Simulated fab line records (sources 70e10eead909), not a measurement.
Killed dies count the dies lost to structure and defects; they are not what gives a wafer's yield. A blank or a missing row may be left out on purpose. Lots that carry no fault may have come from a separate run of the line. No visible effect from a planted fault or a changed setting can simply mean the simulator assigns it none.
fab line records / flow nand-harc
[record] lots = 13 wafers = 39 last-day = 25
route steps=1159 shown A_CHANNEL_FILL_D1@493 END@1159
lots that met no fault: taken from a fault-free run of the same line
start-h: start of the lot's first displayed wafer, in hours after the record's first day / wait-h: time in hours since the lot's previous step / " same as the row above / L1.1+2: a row that stands for several wafers / - no value present, or no start provided / * or withheld: withheld / < > ~ a bound
route shown NAME@n: NAME is a module with steps in the file, n the number in the route of the first one / usual: mean/standard deviation taken from wafers without a fault / same: alike in all rows / chamber/n: place in a boat / sites: each site's reading / _std_site: standard deviation across them / _edge_site: the outer-site mean with the inner-site mean subtracted / radius-mm: how far each site lies from the wafer's centre / mask NAME#n: copy n / behind: the most recent tool/chamber to have shaped the wafer / hold: cause of the lot's hold/its duration in hours/its outcome / device: names the non-switching transistor (n, p or np) / end of line: tests run on the same wafers once the route is complete / for a step that has no rows: nothing shown but its recipe / killed: dies lost to structure and defects at the first sort, not the wafer's yield / map: dies across one wafer; x = killed, . = not, _ = none there
set.NAME: the setting that was run; set.NAME@STEP: the one run at that earlier step / model.NAME: the simulator's own value behind a step, which no gauge read
one table for each step of the route and one row for each wafer, over a sample of lots
services: when a tool's chamber went out of use (start-h, in hours from the record's first day, below 0 if earlier), for how many hours, and the reason
[[steps]]
[step NHARC_A_CHANNEL_FILL_D1_ALD_03]
[recipe] target-thk-a = 60 pulse-time-s = 60 ald-cycles = 58 temp-c = 630 pressure-torr = 2 material = SiNx
[usual] ald-cycles = 58/0 precursor-pulse-height-rel = 0.999/0.018
lot.wafer=L368.1 tool=ald-sin-batch-03 chamber=0 start-h=- wait-h=- ald-cycles=58 precursor-pulse-height-rel=0.986
lot.wafer=L368.2 tool=ald-sin-batch-03 chamber=0 start-h=- wait-h=- ald-cycles=58 precursor-pulse-height-rel=0.997
lot.wafer=L368.6 tool=ald-sin-batch-03 chamber=0 start-h=- wait-h=- ald-cycles=58 precursor-pulse-height-rel=0.985
lot.wafer=L371.2 tool=ald-sin-batch-01 chamber=0 start-h=- wait-h=- ald-cycles=58 precursor-pulse-height-rel=1.022
lot.wafer=L371.4 tool=ald-sin-batch-01 chamber=0 start-h=- wait-h=- ald-cycles=58 precursor-pulse-height-rel=1.027
lot.wafer=L371.6 tool=ald-sin-batch-01 chamber=0 start-h=- wait-h=- ald-cycles=58 precursor-pulse-height-rel=0.998
lot.wafer=L372.1 tool=ald-sin-batch-01 chamber=0 start-h=- wait-h=- ald-cycles=58 precursor-pulse-height-rel=0.985
lot.wafer=L372.2 tool=ald-sin-batch-01 chamber=0 start-h=- wait-h=- ald-cycles=58 precursor-pulse-height-rel=1.000
lot.wafer=L372.4 tool=ald-sin-batch-01 chamber=0 start-h=- wait-h=- ald-cycles=58 precursor-pulse-height-rel=1.038
lot.wafer=L373.1 tool=ald-sin-batch-03 chamber=0 start-h=- wait-h=- ald-cycles=58 precursor-pulse-height-rel=0.981
lot.wafer=L373.3 tool=ald-sin-batch-03 chamber=0 start-h=- wait-h=- ald-cycles=58 precursor-pulse-height-rel=0.994
lot.wafer=L373.6 tool=ald-sin-batch-03 chamber=0 start-h=- wait-h=- ald-cycles=58 precursor-pulse-height-rel=1.007
lot.wafer=L375.2 tool=ald-sin-batch-02 chamber=0 start-h=- wait-h=- ald-cycles=58 precursor-pulse-height-rel=0.968
lot.wafer=L375.4 tool=ald-sin-batch-02 chamber=0 start-h=- wait-h=- ald-cycles=58 precursor-pulse-height-rel=0.976
lot.wafer=L375.5 tool=ald-sin-batch-02 chamber=0 start-h=- wait-h=- ald-cycles=58 precursor-pulse-height-rel=1.004
lot.wafer=L374.1 tool=ald-sin-batch-01 chamber=0 start-h=- wait-h=- ald-cycles=58 precursor-pulse-height-rel=1.010
lot.wafer=L374.5 tool=ald-sin-batch-01 chamber=0 start-h=- wait-h=- ald-cycles=58 precursor-pulse-height-rel=0.995
lot.wafer=L374.6 tool=ald-sin-batch-01 chamber=0 start-h=- wait-h=- ald-cycles=58 precursor-pulse-height-rel=1.024
lot.wafer=L376.1 tool=ald-sin-batch-02 chamber=0 start-h=- wait-h=- ald-cycles=58 precursor-pulse-height-rel=0.998
lot.wafer=L376.3 tool=ald-sin-batch-02 chamber=0 start-h=- wait-h=- ald-cycles=58 precursor-pulse-height-rel=0.994
lot.wafer=L376.4 tool=ald-sin-batch-02 chamber=0 start-h=- wait-h=- ald-cycles=58 precursor-pulse-height-rel=1.023
lot.wafer=L377.2 tool=ald-sin-batch-03 chamber=0 start-h=- wait-h=- ald-cycles=58 precursor-pulse-height-rel=1.033
lot.wafer=L377.3 tool=ald-sin-batch-03 chamber=0 start-h=- wait-h=- ald-cycles=58 precursor-pulse-height-rel=1.018
lot.wafer=L377.4 tool=ald-sin-batch-03 chamber=0 start-h=- wait-h=- ald-cycles=58 precursor-pulse-height-rel=0.991
lot.wafer=L381.2 tool=ald-sin-batch-03 chamber=0 start-h=- wait-h=- ald-cycles=58 precursor-pulse-height-rel=0.968
lot.wafer=L381.3 tool=ald-sin-batch-03 chamber=0 start-h=- wait-h=- ald-cycles=58 precursor-pulse-height-rel=1.018
lot.wafer=L381.4 tool=ald-sin-batch-03 chamber=0 start-h=- wait-h=- ald-cycles=58 precursor-pulse-height-rel=1.023
lot.wafer=L386.2 tool=ald-sin-batch-01 chamber=0 start-h=- wait-h=- ald-cycles=58 precursor-pulse-height-rel=0.977
lot.wafer=L386.4 tool=ald-sin-batch-01 chamber=0 start-h=- wait-h=- ald-cycles=58 precursor-pulse-height-rel=1.003
lot.wafer=L386.5 tool=ald-sin-batch-01 chamber=0 start-h=- wait-h=- ald-cycles=58 precursor-pulse-height-rel=1.027
lot.wafer=L389.1 tool=ald-sin-batch-02 chamber=0 start-h=- wait-h=- ald-cycles=58 precursor-pulse-height-rel=0.997
lot.wafer=L389.4 tool=ald-sin-batch-02 chamber=0 start-h=- wait-h=- ald-cycles=58 precursor-pulse-height-rel=1.015
lot.wafer=L389.6 tool=ald-sin-batch-02 chamber=0 start-h=- wait-h=- ald-cycles=58 precursor-pulse-height-rel=1.007
lot.wafer=L390.1 tool=ald-sin-batch-01 chamber=0 start-h=- wait-h=- ald-cycles=58 precursor-pulse-height-rel=1.001
lot.wafer=L390.5 tool=ald-sin-batch-01 chamber=0 start-h=- wait-h=- ald-cycles=58 precursor-pulse-height-rel=0.995
lot.wafer=L390.6 tool=ald-sin-batch-01 chamber=0 start-h=- wait-h=- ald-cycles=58 precursor-pulse-height-rel=0.989
lot.wafer=L391.2 tool=ald-sin-batch-01 chamber=0 start-h=- wait-h=- ald-cycles=58 precursor-pulse-height-rel=0.997
lot.wafer=L391.4 tool=ald-sin-batch-01 chamber=0 start-h=- wait-h=- ald-cycles=58 precursor-pulse-height-rel=1.009
lot.wafer=L391.5 tool=ald-sin-batch-01 chamber=0 start-h=- wait-h=- ald-cycles=58 precursor-pulse-height-rel=0.985
[step NHARC_A_CHANNEL_FILL_D1_ETCHBACK_20]
[recipe] target-depth-a = 270 time-s = 13.5 c4f8-flow-sccm = withheld o2-flow-sccm = 8 ar-flow-sccm = withheld rf-w = 600 bias-w = 1500 chemistry = C4F8/O2/Ar
[usual] oes-product-au = 0.97/0.036 rf-vpp-V = 978/6.6
lot.wafer=L368.2 tool=rie-diel-08 chamber=0 start-h=205.23 wait-h=- oes-product-au=0.97 rf-hours-counter-h=2 rf-vpp-V=990
lot.wafer=L368.1 tool=rie-diel-08 chamber=1 start-h=205.23 wait-h=- oes-product-au=0.98 rf-hours-counter-h=2 rf-vpp-V=977
lot.wafer=L368.6 tool=rie-diel-08 chamber=3 start-h=205.23 wait-h=- oes-product-au=1.01 rf-hours-counter-h=- rf-vpp-V=977
lot.wafer=L371.2 tool=rie-diel-08 chamber=1 start-h=221.88 wait-h=- oes-product-au=0.99 rf-hours-counter-h=2 rf-vpp-V=976
lot.wafer=L371.4 tool=rie-diel-08 chamber=2 start-h=221.88 wait-h=- oes-product-au=1.02 rf-hours-counter-h=2 rf-vpp-V=971
lot.wafer=L371.6 tool=rie-diel-08 chamber=0 start-h=221.88 wait-h=- oes-product-au=0.97 rf-hours-counter-h=- rf-vpp-V=988
lot.wafer=L372.1 tool=rie-diel-08 chamber=0 start-h=228.38 wait-h=- oes-product-au=0.97 rf-hours-counter-h=2 rf-vpp-V=988
lot.wafer=L372.4 tool=rie-diel-08 chamber=1 start-h=228.38 wait-h=- oes-product-au=0.98 rf-hours-counter-h=2 rf-vpp-V=977
lot.wafer=L372.2 tool=rie-diel-08 chamber=2 start-h=228.38 wait-h=- oes-product-au=1.02 rf-hours-counter-h=2 rf-vpp-V=971
lot.wafer=L373.3 tool=rie-diel-08 chamber=3 start-h=237.04 wait-h=- oes-product-au=0.94 rf-hours-counter-h=3 rf-vpp-V=978
lot.wafer=L373.1 tool=rie-diel-08 chamber=0 start-h=237.04 wait-h=- oes-product-au=0.91 rf-hours-counter-h=3 rf-vpp-V=988
lot.wafer=L373.6 tool=rie-diel-08 chamber=1 start-h=237.04 wait-h=- oes-product-au=0.91 rf-hours-counter-h=- rf-vpp-V=975
lot.wafer=L375.2 tool=rie-diel-05 chamber=3 start-h=244.37 wait-h=- oes-product-au=1.01 rf-hours-counter-h=3 rf-vpp-V=987
lot.wafer=L375.4 tool=rie-diel-05 chamber=1 start-h=244.37 wait-h=- oes-product-au=1.01 rf-hours-counter-h=3 rf-vpp-V=982
lot.wafer=L375.5 tool=rie-diel-05 chamber=0 start-h=244.37 wait-h=- oes-product-au=1.00 rf-hours-counter-h=- rf-vpp-V=970
lot.wafer=L374.1 tool=rie-diel-05 chamber=1 start-h=255.67 wait-h=- oes-product-au=1.01 rf-hours-counter-h=3 rf-vpp-V=982
lot.wafer=L374.5 tool=rie-diel-05 chamber=3 start-h=255.67 wait-h=- oes-product-au=1.00 rf-hours-counter-h=- rf-vpp-V=987
lot.wafer=L374.6 tool=rie-diel-05 chamber=0 start-h=255.67 wait-h=- oes-product-au=0.99 rf-hours-counter-h=- rf-vpp-V=971
lot.wafer=L376.4 tool=rie-diel-05 chamber=0 start-h=261.43 wait-h=- oes-product-au=0.92 rf-hours-counter-h=3 rf-vpp-V=971
lot.wafer=L376.1 tool=rie-diel-05 chamber=1 start-h=261.43 wait-h=- oes-product-au=0.93 rf-hours-counter-h=3 rf-vpp-V=982
lot.wafer=L376.3 tool=rie-diel-05 chamber=2 start-h=261.43 wait-h=- oes-product-au=0.94 rf-hours-counter-h=3 rf-vpp-V=970
lot.wafer=L377.3 tool=rie-diel-08 chamber=1 start-h=264.99 wait-h=- oes-product-au=0.91 rf-hours-counter-h=3 rf-vpp-V=976
lot.wafer=L377.2 tool=rie-diel-08 chamber=2 start-h=264.99 wait-h=- oes-product-au=0.92 rf-hours-counter-h=3 rf-vpp-V=970
lot.wafer=L377.4 tool=rie-diel-08 chamber=3 start-h=264.99 wait-h=- oes-product-au=0.93 rf-hours-counter-h=3 rf-vpp-V=978
lot.wafer=L381.2 tool=rie-diel-05 chamber=0 start-h=290.52 wait-h=- oes-product-au=0.92 rf-hours-counter-h=4 rf-vpp-V=971
lot.wafer=L381.3 tool=rie-diel-05 chamber=1 start-h=290.52 wait-h=- oes-product-au=0.92 rf-hours-counter-h=4 rf-vpp-V=981
lot.wafer=L381.4 tool=rie-diel-05 chamber=3 start-h=290.52 wait-h=- oes-product-au=0.95 rf-hours-counter-h=5 rf-vpp-V=986
lot.wafer=L386.2 tool=rie-diel-05 chamber=0 start-h=306.50 wait-h=- oes-product-au=0.98 rf-hours-counter-h=5 rf-vpp-V=970
lot.wafer=L386.5 tool=rie-diel-05 chamber=0 start-h=306.50 wait-h=- oes-product-au=0.99 rf-hours-counter-h=- rf-vpp-V=972
lot.wafer=L386.4 tool=rie-diel-05 chamber=1 start-h=306.50 wait-h=- oes-product-au=1.01 rf-hours-counter-h=- rf-vpp-V=981
lot.wafer=L389.4 tool=rie-diel-06 chamber=2 start-h=340.92 wait-h=- oes-product-au=1.00 rf-hours-counter-h=18 rf-vpp-V=984
lot.wafer=L389.1 tool=rie-diel-06 chamber=1 start-h=340.92 wait-h=- oes-product-au=1.01 rf-hours-counter-h=16 rf-vpp-V=977
lot.wafer=L389.6 tool=rie-diel-06 chamber=2 start-h=340.92 wait-h=- oes-product-au=1.00 rf-hours-counter-h=- rf-vpp-V=986
lot.wafer=L390.1 tool=rie-diel-08 chamber=1 start-h=340.95 wait-h=- oes-product-au=1.00 rf-hours-counter-h=1 rf-vpp-V=976
lot.wafer=L390.5 tool=rie-diel-08 chamber=2 start-h=340.95 wait-h=- oes-product-au=0.99 rf-hours-counter-h=- rf-vpp-V=970
lot.wafer=L390.6 tool=rie-diel-08 chamber=3 start-h=340.95 wait-h=- oes-product-au=0.98 rf-hours-counter-h=- rf-vpp-V=979
lot.wafer=L391.2 tool=rie-diel-05 chamber=2 start-h=354.87 wait-h=- oes-product-au=1.01 rf-hours-counter-h=0 rf-vpp-V=972
lot.wafer=L391.4 tool=rie-diel-05 chamber=1 start-h=354.87 wait-h=- oes-product-au=1.00 rf-hours-counter-h=0 rf-vpp-V=981
lot.wafer=L391.5 tool=rie-diel-05 chamber=2 start-h=354.87 wait-h=- oes-product-au=1.02 rf-hours-counter-h=- rf-vpp-V=970
[step NHARC_A_CHANNEL_FILL_D1_ALD_25]
[recipe] target-thk-a = 600 pulse-time-s = 10 ald-cycles = 600 temp-c = 300 material = SiOx
[usual] ald-cycles = 600/0 heater-power-w = 464/42 precursor-pulse-height-rel = 1.002/0.021
lot.wafer=L368.2 tool=ald-hk-04 chamber=1 start-h=217.56 wait-h=0.7 ald-cycles=600 heater-power-w=451 precursor-pulse-height-rel=0.994 since-wet-clean-h=19
lot.wafer=L368.1 tool=ald-hk-04 chamber=3 start-h=218.80 wait-h=1.9 ald-cycles=600 heater-power-w=388 precursor-pulse-height-rel=0.980 since-wet-clean-h=20
lot.wafer=L368.6 tool=ald-hk-04 chamber=0 start-h=218.80 wait-h=1.9 ald-cycles=600 heater-power-w=460 precursor-pulse-height-rel=1.026 since-wet-clean-h=-
lot.wafer=L371.4 tool=ald-hk-04 chamber=1 start-h=233.47 wait-h=0.1 ald-cycles=600 heater-power-w=443 precursor-pulse-height-rel=0.986 since-wet-clean-h=35
lot.wafer=L371.2 tool=ald-hk-04 chamber=3 start-h=234.71 wait-h=1.3 ald-cycles=600 heater-power-w=392 precursor-pulse-height-rel=0.954 since-wet-clean-h=36
lot.wafer=L371.6 tool=ald-hk-04 chamber=2 start-h=236.57 wait-h=3.2 ald-cycles=600 heater-power-w=466 precursor-pulse-height-rel=1.019 since-wet-clean-h=-
lot.wafer=L372.1 tool=ald-hk-02 chamber=1 start-h=240.19 wait-h=0.1 ald-cycles=600 heater-power-w=428 precursor-pulse-height-rel=0.979 since-wet-clean-h=129
lot.wafer=L372.2 tool=ald-hk-02 chamber=2 start-h=240.19 wait-h=0.1 ald-cycles=600 heater-power-w=508 precursor-pulse-height-rel=1.000 since-wet-clean-h=130
lot.wafer=L372.4 tool=ald-hk-02 chamber=3 start-h=240.19 wait-h=0.1 ald-cycles=600 heater-power-w=427 precursor-pulse-height-rel=1.008 since-wet-clean-h=131
lot.wafer=L373.1 tool=ald-hk-04 chamber=0 start-h=249.68 wait-h=0.7 ald-cycles=600 heater-power-w=476 precursor-pulse-height-rel=1.006 since-wet-clean-h=51
lot.wafer=L373.3 tool=ald-hk-04 chamber=1 start-h=249.68 wait-h=0.7 ald-cycles=600 heater-power-w=451 precursor-pulse-height-rel=0.990 since-wet-clean-h=52
lot.wafer=L373.6 tool=ald-hk-04 chamber=3 start-h=251.52 wait-h=2.5 ald-cycles=600 heater-power-w=406 precursor-pulse-height-rel=1.016 since-wet-clean-h=-
lot.wafer=L375.2 tool=ald-hk-04 chamber=3 start-h=255.95 wait-h=0.1 ald-cycles=600 heater-power-w=400 precursor-pulse-height-rel=1.002 since-wet-clean-h=58
lot.wafer=L375.4 tool=ald-hk-04 chamber=1 start-h=257.20 wait-h=1.3 ald-cycles=600 heater-power-w=456 precursor-pulse-height-rel=1.032 since-wet-clean-h=59
lot.wafer=L375.5 tool=ald-hk-04 chamber=0 start-h=259.06 wait-h=3.2 ald-cycles=600 heater-power-w=477 precursor-pulse-height-rel=1.020 since-wet-clean-h=-
lot.wafer=L374.1 tool=ald-hk-02 chamber=0 start-h=268.10 wait-h=0.7 ald-cycles=600 heater-power-w=531 precursor-pulse-height-rel=0.985 since-wet-clean-h=157
lot.wafer=L374.6 tool=ald-hk-02 chamber=3 start-h=269.95 wait-h=2.5 ald-cycles=600 heater-power-w=432 precursor-pulse-height-rel=0.949 since-wet-clean-h=-
lot.wafer=L374.5 tool=ald-hk-02 chamber=0 start-h=269.95 wait-h=2.5 ald-cycles=600 heater-power-w=530 precursor-pulse-height-rel=0.999 since-wet-clean-h=-
lot.wafer=L376.1 tool=ald-hk-04 chamber=1 start-h=276.43 wait-h=3.0 ald-cycles=600 heater-power-w=458 precursor-pulse-height-rel=1.062 since-wet-clean-h=78
lot.wafer=L376.3 tool=ald-hk-04 chamber=2 start-h=276.43 wait-h=3.0 ald-cycles=600 heater-power-w=459 precursor-pulse-height-rel=1.005 since-wet-clean-h=79
lot.wafer=L376.4 tool=ald-hk-04 chamber=3 start-h=276.43 wait-h=3.0 ald-cycles=600 heater-power-w=388 precursor-pulse-height-rel=1.026 since-wet-clean-h=79
lot.wafer=L377.4 tool=ald-hk-01 chamber=2 start-h=277.40 wait-h=0.8 ald-cycles=600 heater-power-w=447 precursor-pulse-height-rel=1.015 since-wet-clean-h=39
lot.wafer=L377.2 tool=ald-hk-01 chamber=0 start-h=278.62 wait-h=2.0 ald-cycles=600 heater-power-w=480 precursor-pulse-height-rel=0.999 since-wet-clean-h=41
lot.wafer=L377.3 tool=ald-hk-01 chamber=1 start-h=278.62 wait-h=2.0 ald-cycles=600 heater-power-w=500 precursor-pulse-height-rel=1.015 since-wet-clean-h=41
lot.wafer=L381.4 tool=ald-hk-04 chamber=0 start-h=316.07 wait-h=0.1 ald-cycles=600 heater-power-w=473 precursor-pulse-height-rel=1.006 since-wet-clean-h=118
lot.wafer=L381.2 tool=ald-hk-04 chamber=1 start-h=316.07 wait-h=0.1 ald-cycles=285 heater-power-w=451 precursor-pulse-height-rel=0.970 since-wet-clean-h=118
lot.wafer=L381.3 tool=ald-hk-04 chamber=2 start-h=316.07 wait-h=0.1 ald-cycles=600 heater-power-w=461 precursor-pulse-height-rel=1.009 since-wet-clean-h=119
lot.wafer=L386.2 tool=ald-hk-04 chamber=0 start-h=324.24 wait-h=5.8 ald-cycles=285 heater-power-w=469 precursor-pulse-height-rel=1.053 since-wet-clean-h=126
lot.wafer=L386.4 tool=ald-hk-04 chamber=1 start-h=324.24 wait-h=5.8 ald-cycles=600 heater-power-w=446 precursor-pulse-height-rel=0.997 since-wet-clean-h=126
lot.wafer=L386.5 tool=ald-hk-04 chamber=3 start-h=326.09 wait-h=7.6 ald-cycles=600 heater-power-w=391 precursor-pulse-height-rel=1.024 since-wet-clean-h=-
lot.wafer=L390.1 tool=ald-hk-02 chamber=3 start-h=352.96 wait-h=0.1 ald-cycles=600 heater-power-w=437 precursor-pulse-height-rel=1.009 since-wet-clean-h=64
lot.wafer=L390.6 tool=ald-hk-02 chamber=3 start-h=355.45 wait-h=2.5 ald-cycles=600 heater-power-w=434 precursor-pulse-height-rel=0.983 since-wet-clean-h=-
lot.wafer=L390.5 tool=ald-hk-02 chamber=0 start-h=355.45 wait-h=2.5 ald-cycles=600 heater-power-w=537 precursor-pulse-height-rel=0.961 since-wet-clean-h=-
lot.wafer=L389.4 tool=ald-hk-01 chamber=3 start-h=352.96 wait-h=0.1 ald-cycles=600 heater-power-w=544 precursor-pulse-height-rel=0.996 since-wet-clean-h=115
lot.wafer=L389.1 tool=ald-hk-01 chamber=2 start-h=354.83 wait-h=1.9 ald-cycles=600 heater-power-w=446 precursor-pulse-height-rel=1.057 since-wet-clean-h=117
lot.wafer=L389.6 tool=ald-hk-01 chamber=3 start-h=354.83 wait-h=1.9 ald-cycles=600 heater-power-w=539 precursor-pulse-height-rel=1.052 since-wet-clean-h=-
lot.wafer=L391.2 tool=ald-hk-01 chamber=1 start-h=366.54 wait-h=0.1 ald-cycles=600 heater-power-w=500 precursor-pulse-height-rel=0.985 since-wet-clean-h=128
lot.wafer=L391.4 tool=ald-hk-01 chamber=2 start-h=366.54 wait-h=0.1 ald-cycles=600 heater-power-w=451 precursor-pulse-height-rel=0.984 since-wet-clean-h=129
lot.wafer=L391.5 tool=ald-hk-01 chamber=2 start-h=369.60 wait-h=3.1 ald-cycles=600 heater-power-w=453 precursor-pulse-height-rel=0.982 since-wet-clean-h=-
[step NHARC_A_CHANNEL_FILL_D1_INSPECT_13]
[usual] raw-defect-count = 273/98
lot.wafer=L368.1 tool=defect-inspect-01 chamber=- start-h=228.98 wait-h=0.2 raw-defect-count=375
lot.wafer=L368.2 tool=defect-inspect-01 chamber=- start-h=228.98 wait-h=0.2 raw-defect-count=381
lot.wafer=L368.6 tool=defect-inspect-01 chamber=- start-h=228.98 wait-h=0.2 raw-defect-count=201
lot.wafer=L371.2 tool=defect-inspect-01 chamber=- start-h=245.34 wait-h=0.1 raw-defect-count=153
lot.wafer=L371.4 tool=defect-inspect-01 chamber=- start-h=245.34 wait-h=0.1 raw-defect-count=228
lot.wafer=L371.6 tool=defect-inspect-01 chamber=- start-h=245.34 wait-h=0.1 raw-defect-count=182
lot.wafer=L372.1 tool=defect-inspect-01 chamber=- start-h=252.25 wait-h=0.2 raw-defect-count=126
lot.wafer=L372.2 tool=defect-inspect-01 chamber=- start-h=252.25 wait-h=0.2 raw-defect-count=210
lot.wafer=L372.4 tool=defect-inspect-01 chamber=- start-h=252.25 wait-h=0.2 raw-defect-count=163
lot.wafer=L373.1 tool=defect-inspect-02 chamber=- start-h=260.94 wait-h=0.2 raw-defect-count=211
lot.wafer=L373.3 tool=defect-inspect-02 chamber=- start-h=260.94 wait-h=0.2 raw-defect-count=424
lot.wafer=L373.6 tool=defect-inspect-02 chamber=- start-h=260.94 wait-h=0.2 raw-defect-count=384
lot.wafer=L375.2 tool=defect-inspect-02 chamber=- start-h=268.05 wait-h=0.1 raw-defect-count=265
lot.wafer=L375.4 tool=defect-inspect-02 chamber=- start-h=268.05 wait-h=0.1 raw-defect-count=194
lot.wafer=L375.5 tool=defect-inspect-02 chamber=- start-h=268.05 wait-h=0.1 raw-defect-count=319
lot.wafer=L374.1 tool=defect-inspect-01 chamber=- start-h=279.63 wait-h=0.2 raw-defect-count=323
lot.wafer=L374.5 tool=defect-inspect-01 chamber=- start-h=279.63 wait-h=0.2 raw-defect-count=344
lot.wafer=L374.6 tool=defect-inspect-01 chamber=- start-h=279.63 wait-h=0.2 raw-defect-count=264
lot.wafer=L376.1 tool=defect-inspect-01 chamber=- start-h=285.62 wait-h=0.2 raw-defect-count=214
lot.wafer=L376.3 tool=defect-inspect-01 chamber=- start-h=285.62 wait-h=0.2 raw-defect-count=288
lot.wafer=L376.4 tool=defect-inspect-01 chamber=- start-h=285.62 wait-h=0.2 raw-defect-count=296
lot.wafer=L377.2 tool=defect-inspect-02 chamber=- start-h=289.45 wait-h=0.1 raw-defect-count=249
lot.wafer=L377.3 tool=defect-inspect-02 chamber=- start-h=289.45 wait-h=0.1 raw-defect-count=228
lot.wafer=L377.4 tool=defect-inspect-02 chamber=- start-h=289.45 wait-h=0.1 raw-defect-count=239
lot.wafer=L381.2 tool=defect-inspect-01 chamber=- start-h=328.19 wait-h=0.1 raw-defect-count=378
lot.wafer=L381.3 tool=defect-inspect-01 chamber=- start-h=328.19 wait-h=0.1 raw-defect-count=247
lot.wafer=L381.4 tool=defect-inspect-01 chamber=- start-h=328.19 wait-h=0.1 raw-defect-count=286
lot.wafer=L386.2 tool=defect-inspect-01 chamber=- start-h=335.68 wait-h=0.1 raw-defect-count=189
lot.wafer=L386.4 tool=defect-inspect-01 chamber=- start-h=335.68 wait-h=0.1 raw-defect-count=195
lot.wafer=L386.5 tool=defect-inspect-01 chamber=- start-h=335.68 wait-h=0.1 raw-defect-count=205
lot.wafer=L389.1 tool=defect-inspect-02 chamber=- start-h=365.05 wait-h=0.2 raw-defect-count=315
lot.wafer=L389.4 tool=defect-inspect-02 chamber=- start-h=365.05 wait-h=0.2 raw-defect-count=240
lot.wafer=L389.6 tool=defect-inspect-02 chamber=- start-h=365.05 wait-h=0.2 raw-defect-count=217
lot.wafer=L390.1 tool=defect-inspect-01 chamber=- start-h=365.06 wait-h=0.2 raw-defect-count=166
lot.wafer=L390.5 tool=defect-inspect-01 chamber=- start-h=365.06 wait-h=0.2 raw-defect-count=236
lot.wafer=L390.6 tool=defect-inspect-01 chamber=- start-h=365.06 wait-h=0.2 raw-defect-count=336
lot.wafer=L391.2 tool=defect-inspect-01 chamber=- start-h=378.61 wait-h=0.1 raw-defect-count=164
lot.wafer=L391.4 tool=defect-inspect-01 chamber=- start-h=378.61 wait-h=0.1 raw-defect-count=346
lot.wafer=L391.5 tool=defect-inspect-01 chamber=- start-h=378.61 wait-h=0.1 raw-defect-count=183
[step NHARC_END_SORT_01]
[recipe] temp-c = 25
[usual] killed-at-array = 24/8.7 killed-at-other = 0.8/1.2 killed-at-periphery = 3.6/2.3 killed-dies = 28/8.9 killed-open = 3.2/1.9 killed-short = 2.0/1.6
[same] gross-dies = 677
lot.wafer=L386.2 tool=prober-01 chamber=0 start-h=570.34 wait-h=2.8 killed-at-array=7 killed-at-other=0 killed-at-periphery=3 killed-dies=10 killed-open=3 killed-short=0
lot.wafer=L386.5 tool=prober-01 chamber=0 start-h=572.74 wait-h=3.7 killed-at-array=12 killed-at-other=1 killed-at-periphery=5 killed-dies=18 killed-open=2 killed-short=2
// killed by level:class
L386.2 A_CHANNEL_HOLE_D1:chamber-film-flake=4 P_M1:geometric-particle:open=1 A_ONON_D1:geometric-particle:open=1 A_M0:geometric-particle:open=1 P_GATE:chamber-film-flake=1 P_BONDPAD:chamber-film-flake=1 A_CHANNEL_FILL_D1:chamber-film-flake=1
L386.5 P_STI:chamber-film-flake=4 A_CHANNEL_HOLE_D1:chamber-film-flake=2 A_CHANNEL_FILL_D1:chamber-film-flake=2 A_STAIRCASE:chamber-film-flake=2 A_CHANNEL_FILL_D1:geometric-particle:open=1 A_SGD_CUT:geometric-particle:short=1 A_CONTACT:geometric-particle:open=1 A_M1:geometric-particle:short=1
[[services]]
tool=rie-diel-05 chamber=- start-h=163.60 hours=9.0 kind=pm
tool=ald-hk-04 chamber=- start-h=189.66 hours=10.0 kind=pm
tool=ald-hk-04 chamber=0 start-h=189.66 hours=10.0 kind=vent-cycle
tool=ald-hk-04 chamber=1 start-h=189.66 hours=10.0 kind=vent-cycle
tool=ald-hk-04 chamber=2 start-h=189.66 hours=10.0 kind=vent-cycle
tool=ald-hk-04 chamber=3 start-h=189.66 hours=10.0 kind=vent-cycle
tool=ald-hk-04 chamber=0 start-h=199.66 hours=- kind=clean
tool=ald-hk-04 chamber=1 start-h=199.66 hours=- kind=clean
tool=rie-diel-06 chamber=0 start-h=215.89 hours=4.2 kind=repair
tool=rie-diel-06 chamber=3 start-h=216.89 hours=5.0 kind=repair
tool=ald-hk-01 chamber=- start-h=229.27 hours=10.0 kind=pm
tool=ald-sin-batch-02 chamber=- start-h=232.72 hours=2.5 kind=repair
tool=rie-diel-06 chamber=- start-h=241.20 hours=9.0 kind=pm
tool=rie-diel-06 chamber=0 start-h=264.68 hours=15.4 kind=repair
tool=ald-hk-04 chamber=- start-h=269.49 hours=1.3 kind=repair
tool=ald-hk-02 chamber=- start-h=280.00 hours=10.0 kind=pm
tool=rie-diel-05 chamber=2 start-h=294.67 hours=13.8 kind=repair
tool=rie-diel-08 chamber=- start-h=301.85 hours=9.0 kind=pm
tool=ald-sin-batch-03 chamber=- start-h=314.00 hours=26.0 kind=pm
tool=rie-diel-05 chamber=- start-h=340.60 hours=9.0 kind=pm
tool=rie-diel-06 chamber=1 start-h=349.60 hours=10.7 kind=repair
tool=rie-diel-06 chamber=0 start-h=361.18 hours=5.0 kind=repair
tool=rie-diel-05 chamber=3 start-h=366.30 hours=29.1 kind=repair
tool=ald-hk-04 chamber=- start-h=367.66 hours=10.0 kind=pm
[[key]]
[first-sign] step = NHARC_A_CHANNEL_FILL_D1_ALD_25 reading = ald-cycles direction = down sigmas = 99+ usual = 600 struck = 285
effect none on later readings
met-at NHARC_A_CHANNEL_FILL_D1_ALD_25
struck-lots L381,L386
struck-wafers L381.2,L386.2
tester-left-out L381,L386
not-acting-at NHARC_A_CHANNEL_FILL_D1_ALD_03,NHARC_A_CHANNEL_FILL_D1_ETCHBACK_20,NHARC_A_CHANNEL_FILL_D1_INSPECT_13
[fault] kind = process-parameter-drift tool = ald-hk-04 chamber = - onset-h = 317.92 steps = NHARC_A_CHANNEL_FILL_D1_ALD_25 channel = ald-cycles offset = -315 shape = step end-h = 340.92 scope = struck-wafers-only acts-in = these-recipes-only stated = 600
// tester-left-out: of these lots the tester's yield and bins aren't shown, on N5 and GAA mostly nor the transistor test; their killed dies are dies lost to structure and defects alone, not to doping, threshold or leakage, so they don't give the yield
